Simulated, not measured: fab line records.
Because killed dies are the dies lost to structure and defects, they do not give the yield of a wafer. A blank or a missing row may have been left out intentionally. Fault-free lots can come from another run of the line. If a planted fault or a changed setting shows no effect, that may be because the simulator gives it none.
fab line records / flow n5Finfet
record: lots: 7 wafers: 18 lastDay: 21
route steps=1938 shown WELL_APT@29 BEOL_M4@1111
lots that met no fault: from a run of the same line without faults
startH: start of the lot's first displayed wafer, in hours after the record's first day / waitH: how many hours have passed since the lot's step before this one / " same as the row above / L1.1+2: one row covering several wafers at once / - no value present, or no start provided / * or withheld: withheld / < > ~ a bound
route shown NAME@n: NAME is a module with steps in the file, n the number in the route of the first one / usual: mean and standard deviation over wafers with no fault / same: alike in all rows / chamber/n: place in a boat / sites: each site's reading / _std_site: the standard deviation of these / _edge_site: inner sites' mean taken away from outer sites' mean / radiusMm: how far each site lies from the wafer's centre / mask NAME#n: copy n / behind: the last tool/chamber to shape the wafer / hold: cause of the lot's hold/its duration in hours/its outcome / device: whichever transistor did not switch (one of n, p or np) / end of line: the same wafers' tests at the end of the route / for a step that has no rows: nothing shown but its recipe / killed: count of dies lost to structure and defects at first sort (not the wafer's yield) / map: shows each die of a wafer: x if killed, . if not, _ if none is there
set.NAME: the setting as run; set.NAME@STEP: as run at that earlier step / model.NAME: the simulator's own value behind a step, which no gauge read
lots seen at some steps along the route; tables by step, rows by wafer
services: when a tool's chamber went out of use (startH, in hours from the record's first day, below 0 if earlier), for how many hours, and the reason
== steps ==
step: N5_WELL_APT_OVL_MEAS_09
recipe: pointsPerWafer: 44
usual: NWELL_OVL: 2/6.1
lot.wafer=L882.1 tool=overlay-02 chamber=0 startH=25.71 waitH=0.0 NWELL_OVL[nm]=5
lot.wafer=L882.2 tool=overlay-02 chamber=0 startH=25.71 waitH=0.0 NWELL_OVL[nm]=1
lot.wafer=L882.3 tool=overlay-02 chamber=0 startH=25.71 waitH=0.0 NWELL_OVL[nm]=7
lot.wafer=L884.1 tool=overlay-01 chamber=0 startH=37.72 waitH=0.0 NWELL_OVL[nm]=16
lot.wafer=L884.2 tool=overlay-01 chamber=0 startH=37.72 waitH=0.0 NWELL_OVL[nm]=20
lot.wafer=L884.3 tool=overlay-01 chamber=0 startH=37.72 waitH=0.0 NWELL_OVL[nm]=14
lot.wafer=L891.3 tool=overlay-01 chamber=0 startH=79.84 waitH=0.0 NWELL_OVL[nm]=-3
lot.wafer=L891.4 tool=overlay-01 chamber=0 startH=79.84 waitH=0.0 NWELL_OVL[nm]=-4
lot.wafer=L891.5 tool=overlay-01 chamber=0 startH=79.84 waitH=0.0 NWELL_OVL[nm]=-4
lot.wafer=L893.1 tool=overlay-01 chamber=0 startH=91.86 waitH=0.0 NWELL_OVL[nm]=-2
lot.wafer=L893.3 tool=overlay-01 chamber=0 startH=91.86 waitH=0.0 NWELL_OVL[nm]=-12
lot.wafer=L893.5 tool=overlay-01 chamber=0 startH=91.86 waitH=0.0 NWELL_OVL[nm]=4
lot.wafer=L894.1 tool=overlay-02 chamber=0 startH=97.90 waitH=0.0 NWELL_OVL[nm]=5
lot.wafer=L894.3 tool=overlay-02 chamber=0 startH=97.90 waitH=0.0 NWELL_OVL[nm]=5
lot.wafer=L895.4 tool=overlay-02 chamber=0 startH=103.86 waitH=0.0 NWELL_OVL[nm]=5
lot.wafer=L895.5 tool=overlay-02 chamber=0 startH=103.86 waitH=0.0 NWELL_OVL[nm]=-4
lot.wafer=L897.4 tool=overlay-01 chamber=0 startH=115.92 waitH=0.0 NWELL_OVL[nm]=-2
lot.wafer=L897.5 tool=overlay-01 chamber=0 startH=115.92 waitH=0.0 NWELL_OVL[nm]=-3
step: N5_WELL_APT_INSPECT_10
recipe: mode: adi inspectInstrument: macro
usual: rawDefectCount: 2.0/1.6
lot.wafer=L882.1 tool=defectInspect-01 chamber=- startH=25.74 waitH=0.0 rawDefectCount=1
lot.wafer=L882.2 tool=defectInspect-01 chamber=- startH=25.74 waitH=0.0 rawDefectCount=6
lot.wafer=L882.3 tool=defectInspect-01 chamber=- startH=25.74 waitH=0.0 rawDefectCount=5
lot.wafer=L884.1 tool=defectInspect-02 chamber=- startH=37.74 waitH=0.0 rawDefectCount=2
lot.wafer=L884.2 tool=defectInspect-02 chamber=- startH=37.74 waitH=0.0 rawDefectCount=3
lot.wafer=L884.3 tool=defectInspect-02 chamber=- startH=37.74 waitH=0.0 rawDefectCount=1
lot.wafer=L891.3 tool=defectInspect-01 chamber=- startH=79.87 waitH=0.0 rawDefectCount=0
lot.wafer=L891.4 tool=defectInspect-01 chamber=- startH=79.87 waitH=0.0 rawDefectCount=4
lot.wafer=L891.5 tool=defectInspect-01 chamber=- startH=79.87 waitH=0.0 rawDefectCount=1
lot.wafer=L893.1 tool=defectInspect-01 chamber=- startH=91.88 waitH=0.0 rawDefectCount=1
lot.wafer=L893.3 tool=defectInspect-01 chamber=- startH=91.88 waitH=0.0 rawDefectCount=1
lot.wafer=L893.5 tool=defectInspect-01 chamber=- startH=91.88 waitH=0.0 rawDefectCount=0
lot.wafer=L894.1 tool=defectInspect-01 chamber=- startH=97.93 waitH=0.0 rawDefectCount=3
lot.wafer=L894.3 tool=defectInspect-01 chamber=- startH=97.93 waitH=0.0 rawDefectCount=2
lot.wafer=L895.4 tool=defectInspect-02 chamber=- startH=103.88 waitH=0.0 rawDefectCount=7
lot.wafer=L895.5 tool=defectInspect-02 chamber=- startH=103.88 waitH=0.0 rawDefectCount=3
lot.wafer=L897.4 tool=defectInspect-01 chamber=- startH=115.95 waitH=0.0 rawDefectCount=2
lot.wafer=L897.5 tool=defectInspect-01 chamber=- startH=115.95 waitH=0.0 rawDefectCount=2
step: N5_WELL_APT_DESCUM_13
recipe: chemistry: O2 timeS: 7.9 sourcePowerW: 50 biasPowerW: 20 pressureMtorr: 20 rfFrequencyHz: 2.712e+07 tempC: 40 o2FlowSccm: 225
usual: biasPowerW: 20.00/0.057 chamberPressureMTorr: 20.002/0.019 drypumpMotorCurrentA: 5.7/0.38 oesProductAu: 0.76/0.069 rfVppV: 243.2/1.5 showerheadPlenumPTorr: 2.09/0.087 throttleValvePct: 20.51/0.12
lot.wafer=L882.1 tool=rieDiel-05 chamber=3 startH=26.12 waitH=0.4 biasPowerW=19.97 chamberPressureMTorr=20.020 drypumpMotorCurrentA=6.5 oesProductAu=0.74 rfHoursCounterH=133 rfVppV=243.7 showerheadPlenumPTorr=2.19 throttleValvePct=20.50
lot.wafer=L882.2 tool=rieDiel-05 chamber=2 startH=26.12 waitH=0.4 biasPowerW=19.97 chamberPressureMTorr=20.023 drypumpMotorCurrentA=5.7 oesProductAu=0.73 rfHoursCounterH=170 rfVppV=244.3 showerheadPlenumPTorr=2.17 throttleValvePct=20.70
lot.wafer=L882.3 tool=rieDiel-05 chamber=0 startH=26.12 waitH=0.4 biasPowerW=20.04 chamberPressureMTorr=20.006 drypumpMotorCurrentA=6.3 oesProductAu=0.71 rfHoursCounterH=220 rfVppV=242.5 showerheadPlenumPTorr=2.15 throttleValvePct=20.69
lot.wafer=L884.1 tool=rieDiel-02 chamber=2 startH=37.78 waitH=0.0 biasPowerW=20.08 chamberPressureMTorr=20.018 drypumpMotorCurrentA=5.6 oesProductAu=0.86 rfHoursCounterH=48 rfVppV=244.9 showerheadPlenumPTorr=2.21 throttleValvePct=20.43
lot.wafer=L884.2 tool=rieDiel-02 chamber=0 startH=37.78 waitH=0.0 biasPowerW=20.11 chamberPressureMTorr=19.997 drypumpMotorCurrentA=5.6 oesProductAu=0.74 rfHoursCounterH=146 rfVppV=241.7 showerheadPlenumPTorr=2.01 throttleValvePct=20.31
lot.wafer=L884.3 tool=rieDiel-02 chamber=3 startH=37.78 waitH=0.0 biasPowerW=19.92 chamberPressureMTorr=19.988 drypumpMotorCurrentA=5.6 oesProductAu=0.82 rfHoursCounterH=97 rfVppV=241.9 showerheadPlenumPTorr=2.03 throttleValvePct=20.55
lot.wafer=L891.3 tool=rieDiel-02 chamber=3 startH=79.90 waitH=0.0 biasPowerW=20.10 chamberPressureMTorr=20.005 drypumpMotorCurrentA=5.6 oesProductAu=0.80 rfHoursCounterH=112 rfVppV=242.5 showerheadPlenumPTorr=2.02 throttleValvePct=20.56
lot.wafer=L891.4 tool=rieDiel-02 chamber=1 startH=79.90 waitH=0.0 biasPowerW=20.06 chamberPressureMTorr=19.982 drypumpMotorCurrentA=5.8 oesProductAu=0.76 rfHoursCounterH=132 rfVppV=244.4 showerheadPlenumPTorr=2.19 throttleValvePct=20.37
lot.wafer=L891.5 tool=rieDiel-02 chamber=1 startH=79.90 waitH=0.0 biasPowerW=20.08 chamberPressureMTorr=20.027 drypumpMotorCurrentA=5.8 oesProductAu=0.76 rfHoursCounterH=- rfVppV=243.1 showerheadPlenumPTorr=2.19 throttleValvePct=20.37
lot.wafer=L893.1 tool=rieDiel-05 chamber=1 startH=91.92 waitH=0.0 biasPowerW=19.95 chamberPressureMTorr=19.986 drypumpMotorCurrentA=5.4 oesProductAu=0.69 rfHoursCounterH=226 rfVppV=239.7 showerheadPlenumPTorr=1.98 throttleValvePct=20.53
lot.wafer=L893.3 tool=rieDiel-05 chamber=0 startH=91.92 waitH=0.0 biasPowerW=20.02 chamberPressureMTorr=19.977 drypumpMotorCurrentA=6.3 oesProductAu=0.69 rfHoursCounterH=242 rfVppV=245.8 showerheadPlenumPTorr=2.15 throttleValvePct=20.72
lot.wafer=L893.5 tool=rieDiel-05 chamber=3 startH=91.92 waitH=0.0 biasPowerW=20.09 chamberPressureMTorr=19.988 drypumpMotorCurrentA=6.6 oesProductAu=0.73 rfHoursCounterH=- rfVppV=244.5 showerheadPlenumPTorr=2.19 throttleValvePct=20.53
lot.wafer=L894.1 tool=rieDiel-02 chamber=1 startH=97.96 waitH=0.0 biasPowerW=20.02 chamberPressureMTorr=19.978 drypumpMotorCurrentA=5.7 oesProductAu=0.75 rfHoursCounterH=137 rfVppV=245.1 showerheadPlenumPTorr=2.19 throttleValvePct=20.41
lot.wafer=L894.3 tool=rieDiel-02 chamber=0 startH=97.96 waitH=0.0 biasPowerW=20.07 chamberPressureMTorr=19.991 drypumpMotorCurrentA=5.6 oesProductAu=0.73 rfHoursCounterH=166 rfVppV=242.0 showerheadPlenumPTorr=2.00 throttleValvePct=20.33
lot.wafer=L895.4 tool=rieDiel-05 chamber=2 startH=103.91 waitH=0.0 biasPowerW=19.96 chamberPressureMTorr=20.006 drypumpMotorCurrentA=5.8 oesProductAu=0.71 rfHoursCounterH=196 rfVppV=242.9 showerheadPlenumPTorr=2.16 throttleValvePct=20.74
lot.wafer=L895.5 tool=rieDiel-05 chamber=1 startH=103.91 waitH=0.0 biasPowerW=20.02 chamberPressureMTorr=19.988 drypumpMotorCurrentA=5.4 oesProductAu=0.68 rfHoursCounterH=- rfVppV=242.5 showerheadPlenumPTorr=1.98 throttleValvePct=20.51
lot.wafer=L897.4 tool=rieDiel-04 chamber=1 startH=115.98 waitH=0.0 biasPowerW=20.11 chamberPressureMTorr=20.019 drypumpMotorCurrentA=5.6 oesProductAu=0.95 rfHoursCounterH=17 rfVppV=241.5 showerheadPlenumPTorr=2.05 throttleValvePct=20.50
lot.wafer=L897.5 tool=rieDiel-04 chamber=1 startH=115.98 waitH=0.0 biasPowerW=20.14 chamberPressureMTorr=20.017 drypumpMotorCurrentA=5.6 oesProductAu=0.95 rfHoursCounterH=- rfVppV=243.4 showerheadPlenumPTorr=2.05 throttleValvePct=20.50
step: N5_WELL_APT_IMPLANT_14
recipe: species: P energyKev: 160 doseCm2: 1.5e+13 tiltDeg: 0 rotationDeg: 0
step: N5_WELL_APT_IMPLANT_15
recipe: species: As energyKev: 25 doseCm2: 1.5e+13 tiltDeg: 0 rotationDeg: 0
step: N5_WELL_APT_STRIP_16
recipe: chemistry: SPM timeS: 900 tempC: 130 h2so4H2o2VolRatio: 4 dry: ipaMarangoni
step: N5_WELL_APT_HMDS_18
recipe: timeS: 60 tempC: 120
step: N5_WELL_APT_COAT_19
recipe: spinRpm: 1357 resistThkNm: 950
step: N5_WELL_APT_EBR_21
recipe: solvent: PGMEA ebrWidthMm: 1.5
step: N5_WELL_APT_SOFTBAKE_20
recipe: tempC: 130 timeS: 60
step: N5_WELL_APT_EXPOSE_22
recipe: maskId: PWELL na: 0.8 sourceShape: conventional sigmaOuter: 0.8 polarization: unpolarized defocusNm: 0 targetCdNm: 200 doseMj: 23.2
step: N5_WELL_APT_PEB_23
recipe: pebTempC: 130 pebTimeS: 90
step: N5_WELL_APT_DEVELOP_24
recipe: developTimeS: 45 rinseLiquid: surfactantRinse dry: airSpin devTempC: 21
usual: developerTempC: 20.99/0.11
lot.wafer=L882.1 tool=lithoTrack-01 chamber=0 startH=27.16 waitH=- developerTempC=21.04 model.WELL_APT.cdNm=201.3
lot.wafer=L882.2 tool=lithoTrack-01 chamber=0 startH=27.16 waitH=- developerTempC=20.84 model.WELL_APT.cdNm=201.1
lot.wafer=L882.3 tool=lithoTrack-01 chamber=0 startH=27.16 waitH=- developerTempC=20.87 model.WELL_APT.cdNm=200.5
lot.wafer=L884.1 tool=lithoTrack-04 chamber=0 startH=38.85 waitH=- developerTempC=21.23 model.WELL_APT.cdNm=201.5
lot.wafer=L884.2 tool=lithoTrack-04 chamber=0 startH=38.85 waitH=- developerTempC=21.08 model.WELL_APT.cdNm=201.4
lot.wafer=L884.3 tool=lithoTrack-04 chamber=0 startH=38.85 waitH=- developerTempC=21.07 model.WELL_APT.cdNm=200.9
lot.wafer=L891.3 tool=lithoTrack-04 chamber=0 startH=80.82 waitH=- developerTempC=21.08 model.WELL_APT.cdNm=199.4
lot.wafer=L891.4 tool=lithoTrack-04 chamber=0 startH=80.82 waitH=- developerTempC=21.10 model.WELL_APT.cdNm=200.1
lot.wafer=L891.5 tool=lithoTrack-04 chamber=0 startH=80.82 waitH=- developerTempC=21.20 model.WELL_APT.cdNm=200.7
lot.wafer=L893.1 tool=lithoTrack-03 chamber=0 startH=92.96 waitH=- developerTempC=21.08 model.WELL_APT.cdNm=197.3
lot.wafer=L893.3 tool=lithoTrack-03 chamber=0 startH=92.96 waitH=- developerTempC=21.03 model.WELL_APT.cdNm=198
lot.wafer=L893.5 tool=lithoTrack-03 chamber=0 startH=92.96 waitH=- developerTempC=21.00 model.WELL_APT.cdNm=197.9
lot.wafer=L894.1 tool=lithoTrack-04 chamber=0 startH=98.91 waitH=- developerTempC=20.89 model.WELL_APT.cdNm=203.1
lot.wafer=L894.3 tool=lithoTrack-04 chamber=0 startH=98.91 waitH=- developerTempC=20.75 model.WELL_APT.cdNm=198.9
lot.wafer=L895.4 tool=lithoTrack-04 chamber=0 startH=104.96 waitH=- developerTempC=21.08 model.WELL_APT.cdNm=200.8
lot.wafer=L895.5 tool=lithoTrack-04 chamber=0 startH=104.96 waitH=- developerTempC=20.99 model.WELL_APT.cdNm=198.1
lot.wafer=L897.4 tool=lithoTrack-04 chamber=0 startH=116.90 waitH=- developerTempC=20.96 model.WELL_APT.cdNm=200.9
lot.wafer=L897.5 tool=lithoTrack-04 chamber=0 startH=116.90 waitH=- developerTempC=20.84 model.WELL_APT.cdNm=199.6
step: N5_WELL_APT_HARDBAKE_29
recipe: tempC: 130 timeS: 120
step: N5_BEOL_M4_RC_MEAS_101
usual: DIBL_N: 36.3/1.1 DIBL_P: 36.3/1.4 IOFF_N: 0.155/0.019 IOFF_P: 0.211/0.027 ION_N: 672/8.5 ION_P: 462/5.8 SS_N: 71.5/0.56 SS_P: 73.3/0.52 VT_N: 249.9/2.5 VT_P: -249.8/2.8
lot.wafer=L882.1 tool=prober-01 chamber=0 startH=228.39 waitH=0.0 DIBL_N[mV/V]=36.2 DIBL_P[mV/V]=36.4 IOFF_N[nA/um]=0.158 IOFF_P[nA/um]=0.187 ION_N[uA/um]=679 ION_P[uA/um]=458 SS_N[mV/dec]=71.1 SS_P[mV/dec]=73.5 VT_N[mV]=246.5 VT_P[mV]=-251.5
lot.wafer=L882.2 tool=prober-01 chamber=0 startH=228.39 waitH=0.0 DIBL_N[mV/V]=35.3 DIBL_P[mV/V]=35.3 IOFF_N[nA/um]=0.145 IOFF_P[nA/um]=0.165 ION_N[uA/um]=671 ION_P[uA/um]=450 SS_N[mV/dec]=71.6 SS_P[mV/dec]=72.4 VT_N[mV]=248.8 VT_P[mV]=-254.5
lot.wafer=L882.3 tool=prober-01 chamber=0 startH=228.39 waitH=0.0 DIBL_N[mV/V]=36.3 DIBL_P[mV/V]=37.8 IOFF_N[nA/um]=0.167 IOFF_P[nA/um]=0.203 ION_N[uA/um]=676 ION_P[uA/um]=466 SS_N[mV/dec]=72.0 SS_P[mV/dec]=73.7 VT_N[mV]=247.9 VT_P[mV]=-251.5
lot.wafer=L884.1 tool=prober-01 chamber=0 startH=237.91 waitH=0.0 DIBL_N[mV/V]=37.1 DIBL_P[mV/V]=36.9 IOFF_N[nA/um]=0.156 IOFF_P[nA/um]=0.246 ION_N[uA/um]=665 ION_P[uA/um]=468 SS_N[mV/dec]=72.1 SS_P[mV/dec]=73.0 VT_N[mV]=251.7 VT_P[mV]=-246.4
lot.wafer=L884.2 tool=prober-01 chamber=0 startH=237.91 waitH=0.0 DIBL_N[mV/V]=35.8 DIBL_P[mV/V]=35.8 IOFF_N[nA/um]=0.146 IOFF_P[nA/um]=0.231 ION_N[uA/um]=665 ION_P[uA/um]=465 SS_N[mV/dec]=71.4 SS_P[mV/dec]=73.2 VT_N[mV]=251.7 VT_P[mV]=-248.9
lot.wafer=L884.3 tool=prober-01 chamber=0 startH=237.91 waitH=0.0 DIBL_N[mV/V]=37.4 DIBL_P[mV/V]=37.7 IOFF_N[nA/um]=0.176 IOFF_P[nA/um]=0.275 ION_N[uA/um]=678 ION_P[uA/um]=468 SS_N[mV/dec]=71.2 SS_P[mV/dec]=73.1 VT_N[mV]=249.4 VT_P[mV]=-247.6
lot.wafer=L891.3 tool=prober-01 chamber=0 startH=324.41 waitH=0.3 DIBL_N[mV/V]=36.5 DIBL_P[mV/V]=36.3 IOFF_N[nA/um]=0.144 IOFF_P[nA/um]=0.179 ION_N[uA/um]=664 ION_P[uA/um]=454 SS_N[mV/dec]=71.0 SS_P[mV/dec]=72.9 VT_N[mV]=252.7 VT_P[mV]=-253.3
lot.wafer=L891.4 tool=prober-01 chamber=0 startH=324.41 waitH=0.3 DIBL_N[mV/V]=37.4 DIBL_P[mV/V]=38.0 IOFF_N[nA/um]=0.157 IOFF_P[nA/um]=0.202 ION_N[uA/um]=668 ION_P[uA/um]=453 SS_N[mV/dec]=71.6 SS_P[mV/dec]=73.4 VT_N[mV]=251.0 VT_P[mV]=-252.1
lot.wafer=L891.5 tool=prober-01 chamber=0 startH=324.41 waitH=0.3 DIBL_N[mV/V]=37.2 DIBL_P[mV/V]=37.4 IOFF_N[nA/um]=0.153 IOFF_P[nA/um]=0.197 ION_N[uA/um]=668 ION_P[uA/um]=454 SS_N[mV/dec]=72.6 SS_P[mV/dec]=73.4 VT_N[mV]=248.3 VT_P[mV]=-252.3
lot.wafer=L893.1 tool=prober-01 chamber=0 startH=346.49 waitH=0.0 DIBL_N[mV/V]=37.2 DIBL_P[mV/V]=38.0 IOFF_N[nA/um]=0.160 IOFF_P[nA/um]=0.261 ION_N[uA/um]=667 ION_P[uA/um]=461 SS_N[mV/dec]=72.4 SS_P[mV/dec]=74.0 VT_N[mV]=251.0 VT_P[mV]=-245.5
lot.wafer=L893.3 tool=prober-01 chamber=0 startH=346.49 waitH=0.0 DIBL_N[mV/V]=37.6 DIBL_P[mV/V]=37.7 IOFF_N[nA/um]=0.167 IOFF_P[nA/um]=0.255 ION_N[uA/um]=670 ION_P[uA/um]=464 SS_N[mV/dec]=72.8 SS_P[mV/dec]=73.9 VT_N[mV]=249.2 VT_P[mV]=-244.0
lot.wafer=L893.5 tool=prober-01 chamber=0 startH=346.49 waitH=0.0 DIBL_N[mV/V]=37.1 DIBL_P[mV/V]=35.7 IOFF_N[nA/um]=0.153 IOFF_P[nA/um]=0.217 ION_N[uA/um]=664 ION_P[uA/um]=457 SS_N[mV/dec]=73.1 SS_P[mV/dec]=73.4 VT_N[mV]=250.6 VT_P[mV]=-251.0
lot.wafer=L894.1 tool=prober-02 chamber=0 startH=354.88 waitH=0.0 DIBL_N[mV/V]=35.3 DIBL_P[mV/V]=34.7 IOFF_N[nA/um]=0.149 IOFF_P[nA/um]=0.230 ION_N[uA/um]=675 ION_P[uA/um]=468 SS_N[mV/dec]=71.3 SS_P[mV/dec]=72.3 VT_N[mV]=248.8 VT_P[mV]=-244.9
lot.wafer=L894.3 tool=prober-02 chamber=0 startH=354.88 waitH=0.0 DIBL_N[mV/V]=34.4 DIBL_P[mV/V]=33.6 IOFF_N[nA/um]=0.127 IOFF_P[nA/um]=0.205 ION_N[uA/um]=668 ION_P[uA/um]=465 SS_N[mV/dec]=71.0 SS_P[mV/dec]=73.2 VT_N[mV]=250.5 VT_P[mV]=-245.8
lot.wafer=L897.4 tool=prober-01 chamber=0 startH=376.75 waitH=0.5 DIBL_N[mV/V]=35.4 DIBL_P[mV/V]=34.8 IOFF_N[nA/um]=0.151 IOFF_P[nA/um]=0.195 ION_N[uA/um]=681 ION_P[uA/um]=464 SS_N[mV/dec]=71.3 SS_P[mV/dec]=73.0 VT_N[mV]=250.4 VT_P[mV]=-250.3
lot.wafer=L897.5 tool=prober-01 chamber=0 startH=376.75 waitH=0.5 DIBL_N[mV/V]=36.7 DIBL_P[mV/V]=36.3 IOFF_N[nA/um]=0.170 IOFF_P[nA/um]=0.219 ION_N[uA/um]=685 ION_P[uA/um]=466 SS_N[mV/dec]=71.9 SS_P[mV/dec]=73.4 VT_N[mV]=247.7 VT_P[mV]=-248.3
lot.wafer=L895.4 tool=prober-01 chamber=0 startH=391.78 waitH=0.5 DIBL_N[mV/V]=35.9 DIBL_P[mV/V]=36.0 IOFF_N[nA/um]=0.159 IOFF_P[nA/um]=0.206 ION_N[uA/um]=676 ION_P[uA/um]=458 SS_N[mV/dec]=71.5 SS_P[mV/dec]=72.8 VT_N[mV]=250.5 VT_P[mV]=-248.7
lot.wafer=L895.5 tool=prober-01 chamber=0 startH=391.78 waitH=0.5 DIBL_N[mV/V]=36.1 DIBL_P[mV/V]=36.5 IOFF_N[nA/um]=0.168 IOFF_P[nA/um]=0.222 ION_N[uA/um]=681 ION_P[uA/um]=466 SS_N[mV/dec]=71.4 SS_P[mV/dec]=73.5 VT_N[mV]=247.5 VT_P[mV]=-247.2
== services ==
tool=rieDiel-04 chamber=1 startH=54.35 hours=- kind=clean
tool=rieDiel-04 chamber=1 startH=54.35 hours=- kind=consumableReplace:focusRing
tool=rieDiel-04 chamber=1 startH=54.35 hours=18.2 kind=scheduledDown
tool=rieDiel-04 chamber=1 startH=54.35 hours=18.2 kind=ventCycle
tool=rieDiel-04 chamber=3 startH=81.15 hours=6.9 kind=repair
tool=rieDiel-05 chamber=0 startH=113.99 hours=- kind=clean
tool=rieDiel-05 chamber=0 startH=113.99 hours=- kind=consumableReplace:focusRing
tool=rieDiel-05 chamber=0 startH=113.99 hours=24.4 kind=scheduledDown
tool=rieDiel-05 chamber=0 startH=113.99 hours=24.4 kind=ventCycle
== key ==
firstSign none at tools or gauges
modelEffect: step: N5_WELL_APT_DEVELOP_24 value: WELL_APT.cdNm without: 198.7 struck: 201.6
metAt N5_WELL_APT_DEVELOP_24
struckWafers L894.1,L895.4,L897.4
onsetBetween 80.82 98.91
fault: kind: processParameterDrift tool: lithoTrack-04 chamber: - onsetH: 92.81 steps: N5_WELL_APT_DEVELOP_24 channel: developTimeS offset: * shape: step endH: 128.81 scope: struckWafersOnly actsIn: * stated: *
